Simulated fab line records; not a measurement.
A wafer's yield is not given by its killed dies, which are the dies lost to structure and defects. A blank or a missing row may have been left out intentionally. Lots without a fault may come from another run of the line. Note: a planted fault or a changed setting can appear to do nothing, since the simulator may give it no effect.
Chamber matching ; flow n5_finfet ; ald_sin-02 running N5_MOL_CONTACT_COAG_ALD_27: 4 sister chambers
The step deposits SiOC, target thk 17 nm, pulse time 1.5 s, time 2720 s. 8 wafers are shown with their chamber, then 12 later ones without.

== WAFERS, EACH WITH ITS CHAMBER ==
wafer;chamber;heater_power_outer_w (W);heater_power_w (W)
L077.5;1;535;772
L086.3;0;510;794
L086.6;3;444;759
L087.2;0;503;811
L087.4;3;445;739
L088.3;2;549;914
L088.4;1;534;778
L088.5;2;557;931

== WAFERS WHOSE CHAMBER IS MISSING ==
wafer;heater_power_outer_w (W);heater_power_w (W)
L090.1;550;925
L090.2;456;763
L090.3;527;775
L092.1;521;767
L092.3;460;756
L092.4;574;964
L093.2;462;760
L093.4;505;793
L093.6;520;800
L096.1;445;736
L096.4;446;748
L096.6;498;801

== EACH ONE'S CHAMBER ==
wafer;from the rows above;in truth
L090.1;2;2
L090.2;3;3
L090.3;1;1
L092.1;can't be placed: 1 or 0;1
L092.3;3;3
L092.4;2;2
L093.2;3;3
L093.4;0;0
L093.6;can't be placed: 0 or 1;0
L096.1;3;3
L096.4;3;3
L096.6;0;0
Placed correctly: 10 of 12. These rows do not allow placing 2 (true chamber among the candidates in 2). Number placed wrongly: 0.
How it was worked out, from the rows above alone: a wafer's distance from a chamber is the root of the sum, over the readings, of the square of ((its reading less the chamber's mean) divided by the reading's scatter). If the next closest chamber is less than 2 further off than the closest, the wafer can't be placed; otherwise it belongs to the closest. For every chamber, the mean is computed from those of its wafers that are shown. How the scatter is found: for the shown wafers, subtract from each reading the mean of its chamber, square and add these, divide the total by (wafers less chambers), then take the root.
